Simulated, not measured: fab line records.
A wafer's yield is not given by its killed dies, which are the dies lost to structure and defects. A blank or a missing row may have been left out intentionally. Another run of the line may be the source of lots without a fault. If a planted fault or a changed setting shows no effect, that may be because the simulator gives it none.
Matching of chambers || flow n5Finfet || rieDiel-04 running N5_MOL_CONTACT_COAG_ETCH_110: 4 sister chambers
The step etches Si in CF4/O2, target depth 2.5 nm, time 8 s. 27 wafers are shown with their chamber, then 12 later ones without.

## WAFERS, EACH WITH ITS CHAMBER
{"wafer": "L074.3", "chamber": 1, "rfVppV (V)": 126, "showerheadPlenumPTorr (Torr)": 2.29, "drypumpMotorCurrentA (A)": 5.4}
{"wafer": "L074.4", "chamber": 2, "rfVppV (V)": 134, "showerheadPlenumPTorr (Torr)": 2.35, "drypumpMotorCurrentA (A)": 5.9}
{"wafer": "L074.6", "chamber": 0, "rfVppV (V)": 134, "showerheadPlenumPTorr (Torr)": 2.29, "drypumpMotorCurrentA (A)": 5.3}
{"wafer": "L075.1", "chamber": 2, "rfVppV (V)": 135, "showerheadPlenumPTorr (Torr)": 2.34, "drypumpMotorCurrentA (A)": 5.8}
{"wafer": "L075.2", "chamber": 1, "rfVppV (V)": 126, "showerheadPlenumPTorr (Torr)": 2.29, "drypumpMotorCurrentA (A)": 5.4}
{"wafer": "L075.4", "chamber": 0, "rfVppV (V)": 132, "showerheadPlenumPTorr (Torr)": 2.29, "drypumpMotorCurrentA (A)": 5.3}
{"wafer": "L077.2", "chamber": 3, "rfVppV (V)": 116, "showerheadPlenumPTorr (Torr)": 2.21, "drypumpMotorCurrentA (A)": 5.4}
{"wafer": "L077.5", "chamber": 0, "rfVppV (V)": 133, "showerheadPlenumPTorr (Torr)": 2.29, "drypumpMotorCurrentA (A)": 5.3}
{"wafer": "L077.6", "chamber": 3, "rfVppV (V)": 116, "showerheadPlenumPTorr (Torr)": 2.21, "drypumpMotorCurrentA (A)": 5.4}
{"wafer": "L078.1", "chamber": 0, "rfVppV (V)": 133, "showerheadPlenumPTorr (Torr)": 2.29, "drypumpMotorCurrentA (A)": 5.4}
{"wafer": "L078.4", "chamber": 3, "rfVppV (V)": 117, "showerheadPlenumPTorr (Torr)": 2.21, "drypumpMotorCurrentA (A)": 5.3}
{"wafer": "L078.5", "chamber": 0, "rfVppV (V)": 133, "showerheadPlenumPTorr (Torr)": 2.29, "drypumpMotorCurrentA (A)": 5.3}
{"wafer": "L079.3", "chamber": 0, "rfVppV (V)": 134, "showerheadPlenumPTorr (Torr)": 2.29, "drypumpMotorCurrentA (A)": 5.3}
{"wafer": "L079.4", "chamber": 3, "rfVppV (V)": 117, "showerheadPlenumPTorr (Torr)": 2.21, "drypumpMotorCurrentA (A)": 5.3}
{"wafer": "L079.6", "chamber": 3, "rfVppV (V)": 117, "showerheadPlenumPTorr (Torr)": 2.21, "drypumpMotorCurrentA (A)": 5.4}
{"wafer": "L082.3", "chamber": 0, "rfVppV (V)": 132, "showerheadPlenumPTorr (Torr)": 2.28, "drypumpMotorCurrentA (A)": 5.3}
{"wafer": "L082.4", "chamber": 1, "rfVppV (V)": 127, "showerheadPlenumPTorr (Torr)": 2.28, "drypumpMotorCurrentA (A)": 5.4}
{"wafer": "L082.6", "chamber": 3, "rfVppV (V)": 115, "showerheadPlenumPTorr (Torr)": 2.21, "drypumpMotorCurrentA (A)": 5.3}
{"wafer": "L083.4", "chamber": 1, "rfVppV (V)": 125, "showerheadPlenumPTorr (Torr)": 2.28, "drypumpMotorCurrentA (A)": 5.4}
{"wafer": "L083.5", "chamber": 0, "rfVppV (V)": 134, "showerheadPlenumPTorr (Torr)": 2.28, "drypumpMotorCurrentA (A)": 5.3}
{"wafer": "L083.6", "chamber": 3, "rfVppV (V)": 116, "showerheadPlenumPTorr (Torr)": 2.21, "drypumpMotorCurrentA (A)": 5.4}
{"wafer": "L089.2", "chamber": 0, "rfVppV (V)": 133, "showerheadPlenumPTorr (Torr)": 2.28, "drypumpMotorCurrentA (A)": 5.4}
{"wafer": "L089.4", "chamber": 2, "rfVppV (V)": 134, "showerheadPlenumPTorr (Torr)": 2.33, "drypumpMotorCurrentA (A)": 5.8}
{"wafer": "L089.6", "chamber": 2, "rfVppV (V)": 134, "showerheadPlenumPTorr (Torr)": 2.33, "drypumpMotorCurrentA (A)": 5.8}
{"wafer": "L090.1", "chamber": 1, "rfVppV (V)": 125, "showerheadPlenumPTorr (Torr)": 2.28, "drypumpMotorCurrentA (A)": 5.4}
{"wafer": "L090.3", "chamber": 2, "rfVppV (V)": 133, "showerheadPlenumPTorr (Torr)": 2.33, "drypumpMotorCurrentA (A)": 5.8}
{"wafer": "L090.5", "chamber": 3, "rfVppV (V)": 116, "showerheadPlenumPTorr (Torr)": 2.20, "drypumpMotorCurrentA (A)": 5.4}

SIGNATURES (means of the wafers above)
{"reading": "rfVppV", "chamber 0": 133.11, "chamber 1": 125.80, "chamber 2": 134.00, "chamber 3": 116.25, "scatter within a chamber": 0.757}
{"reading": "showerheadPlenumPTorr", "chamber 0": 2.2867, "chamber 1": 2.2840, "chamber 2": 2.3360, "chamber 3": 2.2088, "scatter within a chamber": 0.00562}
{"reading": "drypumpMotorCurrentA", "chamber 0": 5.322, "chamber 1": 5.400, "chamber 2": 5.820, "chamber 3": 5.362, "scatter within a chamber": 0.0429}
Rule: for each reading, subtract the chamber's mean from the wafer's reading, divide by that reading's scatter and square the result; add these up over the readings and take the root, which gives the wafer's distance from the chamber. If the next closest chamber is less than 2 further off than the closest, the wafer can't be placed; otherwise it belongs to the closest. The scatter: take each reading less its chamber's mean, square it, sum over the shown wafers, divide by the number of wafers less the number of chambers, and take the root.

## WAFERS WHOSE CHAMBER IS MISSING
{"wafer": "L091.1", "rfVppV (V)": 133, "showerheadPlenumPTorr (Torr)": 2.33, "drypumpMotorCurrentA (A)": 5.9}
{"wafer": "L091.2", "rfVppV (V)": 115, "showerheadPlenumPTorr (Torr)": 2.20, "drypumpMotorCurrentA (A)": 5.3}
{"wafer": "L091.4", "rfVppV (V)": 132, "showerheadPlenumPTorr (Torr)": 2.28, "drypumpMotorCurrentA (A)": 5.3}
{"wafer": "L092.1", "rfVppV (V)": 134, "showerheadPlenumPTorr (Torr)": 2.33, "drypumpMotorCurrentA (A)": 5.8}
{"wafer": "L092.3", "rfVppV (V)": 117, "showerheadPlenumPTorr (Torr)": 2.20, "drypumpMotorCurrentA (A)": 5.3}
{"wafer": "L092.4", "rfVppV (V)": 124, "showerheadPlenumPTorr (Torr)": 2.28, "drypumpMotorCurrentA (A)": 5.4}
{"wafer": "L093.1", "rfVppV (V)": 128, "showerheadPlenumPTorr (Torr)": 2.28, "drypumpMotorCurrentA (A)": 5.4}
{"wafer": "L093.5", "rfVppV (V)": 124, "showerheadPlenumPTorr (Torr)": 2.28, "drypumpMotorCurrentA (A)": 5.3}
{"wafer": "L093.6", "rfVppV (V)": 135, "showerheadPlenumPTorr (Torr)": 2.33, "drypumpMotorCurrentA (A)": 5.8}
{"wafer": "L094.2", "rfVppV (V)": 132, "showerheadPlenumPTorr (Torr)": 2.33, "drypumpMotorCurrentA (A)": 5.9}
{"wafer": "L094.3", "rfVppV (V)": 116, "showerheadPlenumPTorr (Torr)": 2.20, "drypumpMotorCurrentA (A)": 5.3}
{"wafer": "L094.5", "rfVppV (V)": 136, "showerheadPlenumPTorr (Torr)": 2.33, "drypumpMotorCurrentA (A)": 5.8}

## WHICH CHAMBER EACH ONE RAN IN
{"wafer": "L091.1", "from the rows above": 2, "in truth": 2}
{"wafer": "L091.2", "from the rows above": 3, "in truth": 3}
{"wafer": "L091.4", "from the rows above": 0, "in truth": 0}
{"wafer": "L092.1", "from the rows above": 2, "in truth": 2}
{"wafer": "L092.3", "from the rows above": 3, "in truth": 3}
{"wafer": "L092.4", "from the rows above": 1, "in truth": 1}
{"wafer": "L093.1", "from the rows above": 1, "in truth": 1}
{"wafer": "L093.5", "from the rows above": 1, "in truth": 1}
{"wafer": "L093.6", "from the rows above": 2, "in truth": 2}
{"wafer": "L094.2", "from the rows above": 2, "in truth": 2}
{"wafer": "L094.3", "from the rows above": 3, "in truth": 3}
{"wafer": "L094.5", "from the rows above": 2, "in truth": 2}
Correctly placed: 12 of 12. Not placeable from these rows: 0. Placed wrongly: 0.
